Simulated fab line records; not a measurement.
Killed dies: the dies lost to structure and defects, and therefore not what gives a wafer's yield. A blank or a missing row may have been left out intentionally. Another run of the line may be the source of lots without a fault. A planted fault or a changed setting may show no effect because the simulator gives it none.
Which tool did it?    flow n5_finfet    route of 1938 steps, sampled at 1 step: 20 lots, 60 wafers

WHAT EACH GAUGE READ, for each wafer
N5_BEOL_M13_OVL_MEAS_11. Usual: V12_OVL 1 nm, standard deviation 5.2.
lot   measured      on          V12_OVL (nm)  flag
L074  day 10 16:07  overlay-02  7 2 12        
L076  day 11 02:35  overlay-01  -2 -3 1       
L077  day 11 11:54  overlay-01  -4 -6 -6      
L078  day 12 04:08  overlay-01  2 0 0         
L079  day 12 04:21  overlay-01  -1 -1 5       
L080  day 12 15:33  overlay-02  1 1 -2        
L082  day 12 17:31  overlay-02  7 8 -1        
L081  day 12 21:20  overlay-01  -5 1 5        
L084  day 12 23:36  overlay-02  -2 4 -8       
L083  day 13 04:58  overlay-01  1 5 4         
L085  day 13 13:32  overlay-01  4 -2 2        
L086  day 14 00:43  overlay-02  -2 3 1        
L088  day 14 21:59  overlay-02  4 4 -1        
L090  day 14 22:22  overlay-02  5 -5 8        
L091  day 15 03:29  overlay-02  1 0 -5        
L089  day 15 09:00  overlay-01  0 -3 -4       
L094  day 16 03:24  overlay-02  -2 12 7       
L093  day 16 03:30  overlay-01  -5 6 2        
L096  day 17 01:13  overlay-02  -1 -1 -4      
L097  day 17 07:25  overlay-01  1 8 4         

EACH LOT AND THE TOOL THAT RAN IT (in order: tool; ch and the chambers of the sampled wafers; start)
The record holds no process step before these readings.

WHAT THE TOOLS THEMSELVES READ (means of the sampled wafers that have a number; where no wafer has one, the mark that the record gives instead)
The record holds no such reading with a usual standard deviation.

THE ANSWER, worked out from the rows above alone
Rule: lot off if the mean of its wafers having a number is beyond 3 standard deviations from the usual mean. A lot without any number at a reading at which 4 lots or more have one is off too. Any other lot the step has rows for is counted as sound. First the gauges in route order, then the tools' own readings, where a lot's mean is used as printed above. The first step at which some lot is off is used, and at that step the reading that is off furthest; a lot without a number counts as furthest.
Across all readings shown, no lot is off: no conclusion can be drawn from this.

WHAT THE SIMULATOR HAD INSERTED
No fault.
